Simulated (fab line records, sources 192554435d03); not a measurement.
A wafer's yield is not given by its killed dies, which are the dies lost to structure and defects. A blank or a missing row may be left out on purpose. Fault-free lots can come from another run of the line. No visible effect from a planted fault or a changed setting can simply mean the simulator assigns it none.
Chamber matching + flow n5Finfet + N5_GATE_CUT_CMP_23 on cmp-03 has 4 sister chambers
The step polishes, stops on SiO2, t overpolish 23.4 s, target thk 16 nm. 18 wafers are shown with their chamber, then 9 later ones without.

== WAFERS PAIRED WITH THEIR CHAMBERS ==
| wafer  | chamber | motorCurrentA (A) | timeToEndpointS (s) | overpolishRunS (s) |
|--------|---------|-------------------|---------------------|--------------------|
| L075.2 | 1       | 8.3               | 19.9                | 23.389             |
| L075.5 | 0       | 9.0               | 19.7                | 23.397             |
| L075.6 | 1       | 8.0               | 23.1                | 23.413             |
| L076.1 | 2       | 8.8               | 18.0                | 23.399             |
| L076.4 | 1       | 8.0               | 20.4                | 23.409             |
| L076.6 | 2       | 8.5               | 19.5                | 23.388             |
| L077.3 | 2       | 8.3               | 18.8                | 23.391             |
| L077.5 | 1       | 7.9               | 19.0                | 23.393             |
| L077.6 | 0       | 9.3               | 16.8                | 23.402             |
| L078.1 | 2       | 8.4               | 18.1                | 23.405             |
| L078.2 | 0       | 9.2               | 16.8                | 23.406             |
| L078.5 | 0       | 9.2               | 15.5                | 23.404             |
| L085.1 | 0       | 8.7               | 18.0                | 23.406             |
| L085.4 | 2       | 8.6               | 17.2                | 23.401             |
| L085.6 | 0       | 8.7               | 16.2                | 23.407             |
| L088.1 | 1       | 8.5               | 20.9                | 23.388             |
| L088.3 | 3       | 9.1               | 18.9                | 23.392             |
| L088.4 | 2       | 8.2               | 20.2                | 23.405             |

SIGNATURES, as means of the wafers listed above
| reading         | chamber 0 | chamber 1 | chamber 2 | chamber 3 | scatter within a chamber |
|-----------------|-----------|-----------|-----------|-----------|--------------------------|
| motorCurrentA   | 9.017     | 8.140     | 8.467     | 9.100     | 0.244                    |
| timeToEndpointS | 17.167    | 20.660    | 18.633    | 18.900    | 1.38                     |
| overpolishRunS  | 23.40367  | 23.39840  | 23.39817  | 23.39200  | 0.00792                  |
Rule: distance of a wafer from a chamber = root of the sum over the readings of ((wafer's reading minus chamber's mean) / reading's scatter) squared. The wafer belongs to the nearest chamber; if the next one is less than 2 further off, it can't be placed. The scatter: the root of (the sum of the squares of (reading less its chamber's mean) over the shown wafers, divided by (wafers less chambers)).

== WAFERS WHOSE CHAMBER IS MISSING ==
| wafer  | motorCurrentA (A) | timeToEndpointS (s) | overpolishRunS (s) |
|--------|-------------------|---------------------|--------------------|
| L089.1 | 8.4               | 19.5                | 23.406             |
| L089.4 | 8.9               | 16.9                | 23.389             |
| L089.5 | 8.6               | 18.0                | 23.424             |
| L090.1 | 9.5               | 16.6                | 23.396             |
| L090.2 | 8.6               | 17.6                | 23.407             |
| L090.5 | 8.3               | 16.6                | 23.389             |
| L096.1 | 8.3               | 17.7                | 23.385             |
| L096.3 | 9.0               | 19.0                | 23.399             |
| L096.5 | 8.5               | 20.4                | 23.391             |

== CHAMBER TAKEN BY EACH ==
| wafer  | from the rows above               | in truth |
|--------|-----------------------------------|----------|
| L089.1 | can't be placed: 2 or 1 or 0      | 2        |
| L089.4 | can't be placed: 3 or 0 or 2      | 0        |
| L089.5 | can't be placed: 0 or 2 or 1 or 3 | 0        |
| L090.1 | can't be placed: 0 or 3           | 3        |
| L090.2 | can't be placed: 2 or 0 or 3 or 1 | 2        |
| L090.5 | can't be placed: 2 or 1 or 0 or 3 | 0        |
| L096.1 | can't be placed: 2 or 1 or 3 or 0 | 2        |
| L096.3 | can't be placed: 3 or 0 or 2      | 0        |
| L096.5 | can't be placed: 2 or 1 or 3 or 0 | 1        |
Correctly placed: 0 of 9. Unplaceable from these rows: 9, with the true chamber sitting among the candidates in 9. 0 placed wrongly.
